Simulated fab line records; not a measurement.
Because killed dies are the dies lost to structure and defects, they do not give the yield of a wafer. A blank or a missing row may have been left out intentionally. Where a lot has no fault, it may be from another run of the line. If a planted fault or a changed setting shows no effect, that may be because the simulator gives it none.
fab line records	flow nandHarc
[record] lots = 24	wafers = 72	lastDay = 34
route steps=1302 shown A_M0@1153 A_M1@1181 A_BONDPAD@1220 THIN_TSV@1279
lots with no fault: from the same line, run without faults
startH: hours from the record's first day to the start of the lot's first wafer shown	waitH: hours from the lot's prior step to this one	" same as the row above	L1.1+2: several wafers, shown together as one row	- no value, or no start was given	* or withheld: withheld	< > ~ a bound
route shown NAME@n: NAME is a module with steps in the file, n the number in the route of the first one	usual: mean/standard deviation of fault-free wafers	same: alike in all rows	chamber/n: place in a boat	sites: readings site by site	_std_site: standard deviation of those values	_edge_site: inner sites' mean taken away from outer sites' mean	radiusMm: how far each site lies from the wafer's centre	mask NAME#n: copy n	behind: the most recent tool/chamber to have shaped the wafer	hold: why the lot was held/for how many hours/how that ended	device: names the non-switching transistor (n, p or np)	end of line: the route-end tests of the same wafers	a step with no rows: only its recipe	killed: dies lost to structure and defects at the first sort, not the wafer's yield	map: shows each die of a wafer: x if killed, . if not, _ if none is there
set.NAME: setting as actually run; set.NAME@STEP: the setting as run at that earlier step	model.NAME: the simulator's own value behind a step, which no gauge read
route steps across a sampled set of lots; one table per step, one row per wafer
services: the hour from which a tool's chamber was out of use, counted from the record's first day as startH (under 0 if before that day), plus the number of hours and why
[[steps]]
[step NHARC_A_M0_CD_MEAS_16]
[usual] cdNm = 80.0/1.1
lot.wafer	tool	chamber	startH	waitH	cdNm
L075.3	cdSem-01	-	530.51	-	80.5
L075.5	"	-	"	"	79.7
L075.6	"	-	"	"	79.7
L074.1	cdSem-03	-	539.16	-	81.2
L074.4	"	-	"	"	81.2
L074.6	"	-	"	"	81.0
L076.3	cdSem-02	-	552.66	-	81.1
L076.5	"	-	"	"	81.8
L076.6	"	-	"	"	81.2
L077.2	cdSem-02	-	561.73	-	80.4
L077.3	"	-	"	"	81.4
L077.5	"	-	"	"	79.2
L078.4	cdSem-02	-	569.22	-	78.5
L078.5	"	-	"	"	80.3
L078.6	"	-	"	"	79.4
L080.1	cdSem-02	-	582.50	-	78.8
L080.3	"	-	"	"	79.2
L080.5	"	-	"	"	80.3
L079.1	cdSem-01	-	585.49	-	79.8
L079.2	"	-	"	"	79.9
L079.4	"	-	"	"	76.5
L081.1	cdSem-01	-	594.45	-	79.8
L081.2	"	-	"	"	79.5
L081.3	"	-	"	"	79.9
L082.1	cdSem-01	-	610.29	-	79.7
L082.3	"	-	"	"	82.5
L082.5	"	-	"	"	81.6
L086.2	cdSem-03	-	626.81	-	80.2
L086.5	"	-	"	"	80.2
L086.6	"	-	"	"	80.5
L083.2	cdSem-02	-	629.38	-	79.2
L083.5	"	-	"	"	80.7
L083.6	"	-	"	"	80.2
L084.3	cdSem-03	-	640.46	-	79.3
L084.4	"	-	"	"	80.1
L084.5	"	-	"	"	79.4
L085.3	cdSem-03	-	646.78	-	79.3
L085.4	"	-	"	"	78.9
L085.5	"	-	"	"	80.5
L087.1	cdSem-03	-	659.14	-	78.3
L087.2	"	-	"	"	79.7
L087.4	"	-	"	"	79.7
L089.2	cdSem-01	-	665.24	-	82.3
L089.3	"	-	"	"	81.8
L089.6	"	-	"	"	80.6
L088.3	cdSem-02	-	677.03	-	81.7
L088.4	"	-	"	"	79.4
L088.6	"	-	"	"	79.2
L090.1	cdSem-01	-	678.97	-	81.5
L090.2	"	-	"	"	79.8
L090.3	"	-	"	"	79.1
L092.1	cdSem-01	-	696.27	-	80.7
L092.2	"	-	"	"	82.2
L092.5	"	-	"	"	79.5
L091.1	cdSem-03	-	699.44	-	78.2
L091.2	"	-	"	"	80.2
L091.3	"	-	"	"	79.3
L093.1	cdSem-01	-	705.62	-	79.1
L093.2	"	-	"	"	79.3
L093.5	"	-	"	"	80.8
L094.1	cdSem-02	-	721.24	0.1	80.4
L094.3	"	-	"	"	79.1
L094.5	"	-	"	"	79.6
L095.1	cdSem-03	-	723.03	-	78.8
L095.2	"	-	"	"	80.0
L095.3	"	-	"	"	79.8
L096.1	cdSem-02	-	737.16	-	78.9
L096.3	"	-	"	"	78.9
L096.4	"	-	"	"	78.9
L097.2	cdSem-02	-	769.85	-	80.2
L097.5	"	-	"	"	80.8
L097.6	"	-	"	"	80.4
[step NHARC_A_M1_INSPECT_11]
[usual] rawDefectCount = 89/38
lot.wafer	tool	chamber	startH	waitH	rawDefectCount
L075.3	defectInspect-01	-	534.11	0.0	114
L075.5	"	-	"	"	126
L075.6	"	-	"	"	139
L074.1	defectInspect-01	-	542.83	0.0	26
L074.4	"	-	"	"	19
L074.6	"	-	"	"	22
L076.3	defectInspect-02	-	556.35	0.0	115
L076.5	"	-	"	"	117
L076.6	"	-	"	"	115
L077.2	defectInspect-01	-	565.30	0.0	66
L077.3	"	-	"	"	71
L077.5	"	-	"	"	73
L078.4	defectInspect-02	-	572.99	0.1	68
L078.5	"	-	"	"	70
L078.6	"	-	"	"	63
L080.1	defectInspect-01	-	586.19	0.0	75
L080.3	"	-	"	"	79
L080.5	"	-	"	"	53
L079.1	defectInspect-01	-	589.05	0.0	128
L079.2	"	-	"	"	119
L079.4	"	-	"	"	143
L081.1	defectInspect-02	-	598.48	0.0	165
L081.2	"	-	"	"	156
L081.3	"	-	"	"	155
L082.1	defectInspect-01	-	613.97	0.0	25
L082.3	"	-	"	"	32
L082.5	"	-	"	"	35
L086.2	defectInspect-02	-	630.48	0.0	45
L086.5	"	-	"	"	38
L086.6	"	-	"	"	39
L083.2	defectInspect-02	-	632.93	0.0	135
L083.5	"	-	"	"	113
L083.6	"	-	"	"	113
L084.3	defectInspect-02	-	644.61	0.0	74
L084.4	"	-	"	"	86
L084.5	"	-	"	"	65
L085.3	defectInspect-02	-	650.36	0.0	120
L085.4	"	-	"	"	106
L085.5	"	-	"	"	120
L087.1	defectInspect-02	-	662.83	0.0	100
L087.2	"	-	"	"	105
L087.4	"	-	"	"	98
L089.2	defectInspect-02	-	668.84	0.0	77
L089.3	"	-	"	"	61
L089.6	"	-	"	"	76
L088.3	defectInspect-02	-	680.71	0.0	104
L088.4	"	-	"	"	110
L088.6	"	-	"	"	112
L090.1	defectInspect-01	-	682.69	0.0	139
L090.2	"	-	"	"	143
L090.3	"	-	"	"	151
L092.1	defectInspect-01	-	699.95	0.0	128
L092.2	"	-	"	"	113
L092.5	"	-	"	"	118
L091.1	defectInspect-01	-	703.17	0.0	59
L091.2	"	-	"	"	55
L091.3	"	-	"	"	76
L093.1	defectInspect-02	-	709.35	0.0	74
L093.2	"	-	"	"	78
L093.5	"	-	"	"	86
L094.1	defectInspect-01	-	725.11	0.0	63
L094.3	"	-	"	"	70
L094.5	"	-	"	"	58
L095.1	defectInspect-02	-	726.74	0.0	91
L095.2	"	-	"	"	96
L095.3	"	-	"	"	79
L096.1	defectInspect-01	-	740.87	0.0	139
L096.3	"	-	"	"	126
L096.4	"	-	"	"	128
L097.2	defectInspect-01	-	773.57	0.0	19
L097.5	"	-	"	"	35
L097.6	"	-	"	"	22
[step NHARC_A_M1_DEGAS_29]
[recipe] tempC = 250	timeS = 60
[usual] heaterPowerW = 336/43
lot.wafer	tool	chamber	startH	waitH	heaterPowerW
L075.3	pvdSputter-01	-	535.19	-	335
L075.6	"	-	"	"	326
L075.5	"	-	"	"	340
L074.4	pvdSputter-02	-	543.91	-	357
L074.1	"	-	"	"	318
L074.6	"	-	"	"	318
L076.3	pvdSputter-02	-	557.43	-	397
L076.5	"	-	"	"	358
L076.6	"	-	"	"	398
L077.3	pvdSputter-01	-	566.38	-	331
L077.2	"	-	"	"	327
L077.5	"	-	"	"	326
L078.4	pvdSputter-02	-	574.09	-	315
L078.5	"	-	"	"	351
L078.6	"	-	"	"	388
L080.1	pvdSputter-03	-	587.27	-	338
L080.3	"	-	"	"	384
L080.5	"	-	"	"	333
L079.4	pvdSputter-03	-	590.13	-	315
L079.1	"	-	"	"	337
L079.2	"	-	"	"	388
L081.2	pvdSputter-01	-	599.56	-	267
L081.1	"	-	"	"	324
L081.3	"	-	"	"	365
L082.3	pvdSputter-02	-	615.09	-	329
L082.1	"	-	"	"	312
L082.5	"	-	"	"	327
L086.2	pvdSputter-02	-	631.63	-	316
L086.5	"	-	"	"	327
L086.6	"	-	"	"	317
L083.2	pvdSputter-03	-	634.02	-	387
L083.6	"	-	"	"	442
L083.5	"	-	"	"	390
L084.3	pvdSputter-01	-	645.69	-	261
L084.4	"	-	"	"	317
L084.5	"	-	"	"	262
L085.3	pvdSputter-01	-	651.46	-	324
L085.4	"	-	"	"	326
L085.5	"	-	"	"	314
L087.2	pvdSputter-02	-	663.90	-	301
L087.1	"	-	"	"	410
L087.4	"	-	"	"	292
L089.2	pvdSputter-01	-	669.93	-	363
L089.3	"	-	"	"	325
L089.6	"	-	"	"	363
L088.3	pvdSputter-03	-	681.84	-	330
L088.4	"	-	"	"	439
L088.6	"	-	"	"	315
L090.1	pvdSputter-01	-	683.78	-	357
L090.2	"	-	"	"	327
L090.3	"	-	"	"	326
L092.1	pvdSputter-03	-	701.07	-	314
L092.2	"	-	"	"	389
L092.5	"	-	"	"	304
L091.1	pvdSputter-02	-	704.24	-	290
L091.3	"	-	"	"	308
L091.2	"	-	"	"	361
L093.1	pvdSputter-01	-	710.44	-	330
L093.2	"	-	"	"	362
L093.5	"	-	"	"	262
L094.1	pvdSputter-02	-	726.23	-	305
L094.3	"	-	"	"	410
L094.5	"	-	"	"	297
L095.3	pvdSputter-02	-	727.82	-	296
L095.2	"	-	"	"	308
L095.1	"	-	"	"	361
L096.3	pvdSputter-01	-	741.95	-	367
L096.4	"	-	"	"	264
L096.1	"	-	"	"	321
L097.2	pvdSputter-02	-	774.67	-	348
L097.5	"	-	"	"	295
L097.6	"	-	"	"	310
[step NHARC_A_M1_PVD_20]
[recipe] targetThkA = 50	biasV = 168.6	powerW = 15000	chamberPressurePa = 0.12	timeS = 8.06	substrateTempC = 50	material = TaN
[usual] throttleValvePct = 30.0/0.97
lot.wafer	tool	chamber	startH	waitH	throttleValvePct
L075.3	pvdSputter-01	-	-	-	28.7
L075.6	"	-	"	"	29.7
L075.5	"	-	"	"	28.6
L074.4	pvdSputter-02	-	-	-	31.6
L074.1	"	-	"	"	28.9
L074.6	"	-	"	"	30.4
L076.3	pvdSputter-02	-	-	-	31.4
L076.5	"	-	"	"	28.8
L076.6	"	-	"	"	28.8
L077.3	pvdSputter-01	-	-	-	30.7
L077.2	"	-	"	"	29.5
L077.5	"	-	"	"	28.3
L078.4	pvdSputter-02	-	-	-	29.0
L078.5	"	-	"	"	30.4
L078.6	"	-	"	"	31.4
L080.3	pvdSputter-03	-	-	-	30.5
L080.1	"	-	"	"	30.4
L080.5	"	-	"	"	30.2
L079.1	pvdSputter-03	-	-	-	30.4
L079.2	"	-	"	"	29.1
L079.4	"	-	"	"	30.7
L081.2	pvdSputter-01	-	-	-	28.8
L081.1	"	-	"	"	29.1
L081.3	"	-	"	"	30.3
L082.3	pvdSputter-02	-	-	-	30.4
L082.1	"	-	"	"	28.9
L082.5	"	-	"	"	29.2
L086.2	pvdSputter-02	-	-	-	31.5
L086.6	"	-	"	"	31.2
L086.5	"	-	"	"	29.1
L083.2	pvdSputter-03	-	-	-	31.0
L083.6	"	-	"	"	30.4
L083.5	"	-	"	"	29.0
L084.3	pvdSputter-01	-	-	-	28.7
L084.4	"	-	"	"	28.9
L084.5	"	-	"	"	28.8
L085.3	pvdSputter-01	-	-	-	29.1
L085.4	"	-	"	"	30.8
L085.5	"	-	"	"	30.2
L087.1	pvdSputter-02	-	-	-	29.4
L087.2	"	-	"	"	30.7
L087.4	"	-	"	"	29.2
L089.2	pvdSputter-01	-	-	-	30.4
L089.3	"	-	"	"	29.0
L089.6	"	-	"	"	30.2
L088.4	pvdSputter-03	-	-	-	30.5
L088.3	"	-	"	"	30.5
L088.6	"	-	"	"	30.3
L090.3	pvdSputter-01	-	-	-	30.9
L090.1	"	-	"	"	28.9
L090.2	"	-	"	"	30.3
L092.1	pvdSputter-03	-	-	-	30.9
L092.2	"	-	"	"	30.4
L092.5	"	-	"	"	28.5
L091.1	pvdSputter-02	-	-	-	29.4
L091.3	"	-	"	"	30.5
L091.2	"	-	"	"	29.3
L093.1	pvdSputter-01	-	-	-	30.7
L093.2	"	-	"	"	28.7
L093.5	"	-	"	"	29.0
L094.3	pvdSputter-02	-	-	-	32.1
L094.1	"	-	"	"	29.3
L094.5	"	-	"	"	30.9
L095.1	pvdSputter-02	-	-	-	29.0
L095.3	"	-	"	"	29.4
L095.2	"	-	"	"	30.6
L096.1	pvdSputter-01	-	-	-	30.6
L096.4	"	-	"	"	29.0
L096.3	"	-	"	"	30.9
L097.2	pvdSputter-02	-	-	-	29.3
L097.5	"	-	"	"	30.9
L097.6	"	-	"	"	32.1
[step NHARC_A_BONDPAD_ETCH_12]
[recipe] targetDepthA = 2200	timeS = 110	chf3FlowSccm = 50	o2FlowSccm = 10	arFlowSccm = 200	rfW = 500	biasW = 200	chemistry = CHF3/O2
[usual] biasW = 199.9/0.59	drypumpMotorCurrentA = 5.5/0.51	o2FlowSccm = 10.004/0.029	oesProductAu = 0.949/0.022	rfVppV = 370.1/1.9	showerheadPlenumPTorr = 2.38/0.082	throttleValvePct = 20.574/0.0092
lot.wafer	tool	chamber	startH	waitH	biasW	drypumpMotorCurrentA	o2FlowSccm	oesProductAu	rfHoursCounterH	rfVppV	showerheadPlenumPTorr	throttleValvePct
L075.3	rieDiel-07	1	-	-	199.2	5.8	9.986	0.930	11	372.7	2.55	20.584
L075.5	"	0	"	"	200.5	4.7	10.037	0.924	-	370.7	2.40	20.577
L075.6	"	1	"	"	199.9	5.8	9.971	0.918	-	373.4	2.55	20.580
L074.4	rieDiel-06	1	-	-	200.3	4.8	9.989	0.952	1	367.2	2.28	20.570
L074.1	"	2	"	"	200.1	5.7	10.012	0.930	2	368.8	2.29	20.578
L074.6	"	3	"	"	199.5	6.1	9.938	0.940	-	369.4	2.41	20.569
L076.3	rieDiel-06	3	-	-	200.4	6.1	10.016	0.937	2	371.3	2.41	20.571
L076.6	"	1	"	"	199.6	4.7	10.010	0.947	-	367.1	2.28	20.575
L076.5	"	2	"	"	200.1	5.7	10.087	0.919	-	367.9	2.29	20.575
L077.2	rieDiel-06	2	-	-	200.1	5.7	10.005	0.912	2	368.3	2.29	20.554
L077.3	"	3	"	"	199.3	6.1	9.961	0.931	2	369.2	2.41	20.584
L077.5	"	1	"	"	200.4	4.8	9.983	0.932	-	368.0	2.28	20.572
L078.4	rieDiel-06	1	-	-	200.8	4.7	9.972	0.987	2	368.0	2.28	20.569
L078.5	"	2	"	"	198.9	5.7	9.985	0.958	-	366.7	2.29	20.572
L078.6	"	3	"	"	201.2	6.1	10.017	0.958	-	371.5	2.41	20.575
L080.1	rieDiel-07	3	-	-	200.4	6.0	10.037	0.923	21	371.9	2.47	20.568
L080.3	"	0	"	"	198.7	4.7	10.003	0.911	17	369.8	2.40	20.554
L080.5	"	0	"	"	198.9	4.7	9.982	0.919	-	370.5	2.40	20.567
L079.2	rieDiel-06	2	-	-	199.4	5.7	10.038	0.935	3	367.5	2.29	20.584
L079.1	"	3	"	"	199.4	6.1	9.999	0.942	3	370.5	2.41	20.578
L079.4	"	1	"	"	200.7	4.7	10.038	0.945	2	367.9	2.28	20.579
L081.2	rieDiel-06	2	-	-	199.3	5.7	9.938	0.971	4	367.7	2.29	20.574
L081.3	"	3	"	"	199.7	6.1	10.004	0.960	3	369.7	2.41	20.573
L081.1	"	1	"	"	200.0	4.7	9.976	0.983	3	368.3	2.28	20.578
L082.1	rieDiel-06	3	-	-	200.4	6.1	10.012	0.938	4	371.8	2.41	20.562
L082.3	"	0	"	"	199.7	5.4	10.017	0.954	3	373.4	2.46	20.582
L082.5	"	0	"	"	200.3	5.3	10.031	0.960	-	371.7	2.47	20.564
L086.2	rieDiel-06	3	-	-	199.2	6.2	9.962	0.959	4	369.7	2.41	20.576
L086.6	"	2	"	"	200.2	5.7	9.995	0.963	-	367.6	2.29	20.577
L086.5	"	3	"	"	198.8	6.1	9.958	0.958	-	370.5	2.41	20.573
L083.2	rieDiel-06	1	-	-	199.3	4.7	9.984	0.976	3	367.9	2.28	20.575
L083.6	"	3	"	"	200.2	6.1	10.036	0.979	-	371.0	2.41	20.572
L083.5	"	0	"	"	199.8	5.4	10.023	0.973	-	373.2	2.46	20.581
L084.4	rieDiel-06	0	-	-	199.3	5.4	10.005	0.993	4	371.6	2.46	20.570
L084.3	"	1	"	"	200.2	4.8	10.021	0.977	3	369.0	2.28	20.568
L084.5	"	3	"	"	199.1	6.1	10.050	0.947	-	369.6	2.41	20.576
L085.4	rieDiel-06	0	-	-	200.3	5.3	10.015	0.962	4	372.3	2.46	20.569
L085.3	"	1	"	"	200.3	4.8	10.005	0.996	4	367.3	2.28	20.562
L085.5	"	1	"	"	199.3	4.8	10.045	0.989	-	368.1	2.28	20.577
L087.1	rieDiel-07	3	-	-	200.5	5.9	9.981	0.925	1	371.4	2.46	20.581
L087.4	"	0	"	"	199.1	4.7	10.025	0.951	1	370.7	2.39	20.564
L087.2	"	1	"	"	200.0	5.7	9.995	0.960	1	373.0	2.54	20.579
L089.2	rieDiel-07	3	-	-	199.7	6.0	10.046	0.967	1	371.6	2.46	20.565
L089.3	"	1	"	"	200.9	5.7	10.031	0.963	1	373.2	2.54	20.585
L089.6	"	0	"	"	199.6	4.7	9.997	0.961	-	369.9	2.39	20.594
L088.4	rieDiel-06	0	-	-	199.9	5.4	9.993	0.951	0	372.5	2.46	20.588
L088.3	"	1	"	"	200.2	4.7	10.001	0.991	1	369.5	2.28	20.578
L088.6	"	3	"	"	199.4	6.1	10.005	0.960	-	370.1	2.41	20.593
L090.3	rieDiel-06	3	-	-	200.0	6.1	9.978	0.982	1	371.8	2.41	20.560
L090.1	"	0	"	"	199.8	5.4	9.949	0.985	1	372.2	2.46	20.562
L090.2	"	1	"	"	199.9	4.8	9.990	0.982	1	367.9	2.28	20.566
L092.1	rieDiel-06	3	-	-	199.8	6.1	9.982	0.941	1	371.6	2.41	20.587
L092.2	"	0	"	"	199.8	5.4	9.979	0.939	1	372.9	2.46	20.555
L092.5	"	1	"	"	199.3	4.7	9.988	0.969	-	367.8	2.28	20.576
L091.2	rieDiel-06	1	-	-	200.4	4.7	9.979	0.977	1	367.9	2.28	20.564
L091.1	"	2	"	"	199.6	5.7	9.969	0.941	1	369.1	2.29	20.566
L091.3	"	3	"	"	200.1	6.1	9.966	0.952	1	370.2	2.41	20.571
L093.2	rieDiel-06	3	-	-	200.5	6.1	9.989	0.955	2	370.6	2.41	20.591
L093.1	"	1	"	"	199.7	4.8	10.019	0.981	2	367.0	2.28	20.581
L093.5	"	2	"	"	200.6	5.7	10.003	0.967	-	368.7	2.29	20.582
L094.1	rieDiel-06	1	-	-	200.0	4.7	10.023	0.972	2	366.9	2.27	20.589
L094.3	"	2	"	"	199.5	5.7	10.008	0.939	2	368.2	2.29	20.581
L094.5	"	1	"	"	199.6	4.8	10.025	0.974	-	367.6	2.27	20.563
L095.3	rieDiel-06	1	-	-	199.8	4.7	9.973	0.944	2	368.0	2.28	20.570
L095.2	"	2	"	"	199.3	5.7	10.000	0.909	2	369.3	2.29	20.563
L095.1	"	0	"	"	201.1	5.4	10.076	0.923	2	372.5	2.46	20.569
L096.3	rieDiel-07	0	-	-	199.9	4.7	10.040	0.916	15	370.7	2.39	20.564
L096.1	"	1	"	"	200.5	5.7	10.021	0.916	14	374.2	2.54	20.556
L096.4	"	2	"	"	199.1	5.5	9.984	0.937	14	369.7	2.37	20.584
L097.2	rieDiel-07	3	-	-	199.5	6.0	10.027	0.919	18	371.5	2.45	20.574
L097.6	"	0	"	"	199.7	4.7	9.977	0.926	-	370.4	2.39	20.574
L097.5	"	1	"	"	199.3	5.7	10.024	0.914	-	374.0	2.54	20.603
[step NHARC_THIN_TSV_DEGAS_53]
[recipe] tempC = 300	timeS = 60
[usual] heaterPowerW = 489/62
lot.wafer	tool	chamber	startH	waitH	heaterPowerW
L075.3	pvdSputter-02	-	558.92	0.1	554
L075.5	"	-	"	"	546
L075.6	"	-	"	"	458
L074.1	pvdSputter-03	-	567.26	0.1	609
L074.4	"	-	"	"	525
L074.6	"	-	"	"	604
L076.3	pvdSputter-03	-	579.76	0.1	448
L076.5	"	-	"	"	625
L076.6	"	-	"	"	533
L077.3	pvdSputter-02	-	589.92	0.1	555
L077.2	"	-	"	"	448
L077.5	"	-	"	"	510
L078.4	pvdSputter-03	-	597.88	0.1	461
L078.6	"	-	"	"	434
L078.5	"	-	"	"	469
L079.2	pvdSputter-02	-	613.72	0.1	552
L079.4	"	-	"	"	431
L079.1	"	-	"	"	494
L080.1	pvdSputter-03	-	614.82	0.1	611
L080.3	"	-	"	"	454
L080.5	"	-	"	"	552
L081.2	pvdSputter-02	-	625.53	0.1	448
L081.1	"	-	"	"	438
L081.3	"	-	"	"	502
L082.1	pvdSputter-03	-	643.17	0.1	471
L082.3	"	-	"	"	533
L082.5	"	-	"	"	446
L083.2	pvdSputter-02	-	655.17	0.1	558
L083.5	"	-	"	"	424
L083.6	"	-	"	"	425
L086.2	pvdSputter-02	-	656.35	0.1	503
L086.6	"	-	"	"	410
L086.5	"	-	"	"	424
L085.4	pvdSputter-03	-	675.01	0.1	620
L085.3	"	-	"	"	537
L085.5	"	-	"	"	601
L084.3	pvdSputter-03	-	676.23	0.1	614
L084.4	"	-	"	"	541
L084.5	"	-	"	"	460
L087.1	pvdSputter-01	-	688.17	0.1	359
L087.4	"	-	"	"	457
L087.2	"	-	"	"	497
L089.2	pvdSputter-03	-	693.21	0.1	435
L089.3	"	-	"	"	469
L089.6	"	-	"	"	606
L090.3	pvdSputter-01	-	705.82	0.1	450
L090.1	"	-	"	"	366
L090.2	"	-	"	"	452
L088.4	pvdSputter-01	-	706.88	0.1	494
L088.3	"	-	"	"	369
L088.6	"	-	"	"	500
L091.1	pvdSputter-01	-	724.89	0.1	485
L091.2	"	-	"	"	373
L091.3	"	-	"	"	452
L092.2	pvdSputter-03	-	725.99	0.1	579
L092.1	"	-	"	"	494
L092.5	"	-	"	"	523
L093.2	pvdSputter-02	-	734.05	0.1	425
L093.1	"	-	"	"	418
L093.5	"	-	"	"	433
L094.1	pvdSputter-02	-	751.50	0.1	487
L094.3	"	-	"	"	431
L094.5	"	-	"	"	558
L095.3	pvdSputter-03	-	752.68	0.1	487
L095.2	"	-	"	"	592
L095.1	"	-	"	"	528
L096.3	pvdSputter-02	-	765.55	0.1	488
L096.4	"	-	"	"	572
L096.1	"	-	"	"	420
L097.2	pvdSputter-01	-	799.77	0.1	387
L097.6	"	-	"	"	464
L097.5	"	-	"	"	447
[[services]]
tool	chamber	startH	hours	kind
pvdSputter-03	-	514.20	2.5	repair
rieDiel-06	0	517.70	-	clean
rieDiel-06	1	517.70	-	clean
pvdSputter-03	-	520.42	8.6	repair
rieDiel-07	0	527.07	10.1	repair
rieDiel-06	1	528.07	10.5	repair
rieDiel-07	2	538.85	13.1	repair
pvdSputter-02	-	553.37	2.0	repair
rieDiel-07	3	553.47	4.7	repair
pvdSputter-03	-	556.64	2.2	repair
pvdSputter-02	-	579.80	9.7	repair
rieDiel-07	1	580.12	5.6	repair
pvdSputter-01	-	582.04	10.0	pm
rieDiel-07	1	589.30	32.4	repair
pvdSputter-01	-	612.31	7.6	repair
rieDiel-07	3	620.84	6.6	repair
pvdSputter-02	-	638.00	10.0	pm
rieDiel-06	1	638.72	2.1	repair
rieDiel-07	-	649.49	9.0	pm
rieDiel-06	-	661.20	9.0	pm
pvdSputter-03	-	703.09	5.0	repair
rieDiel-06	-	758.90	0.8	repair
pvdSputter-01	-	760.04	10.0	pm
rieDiel-06	1	788.88	4.9	repair
[[key]]
fault none
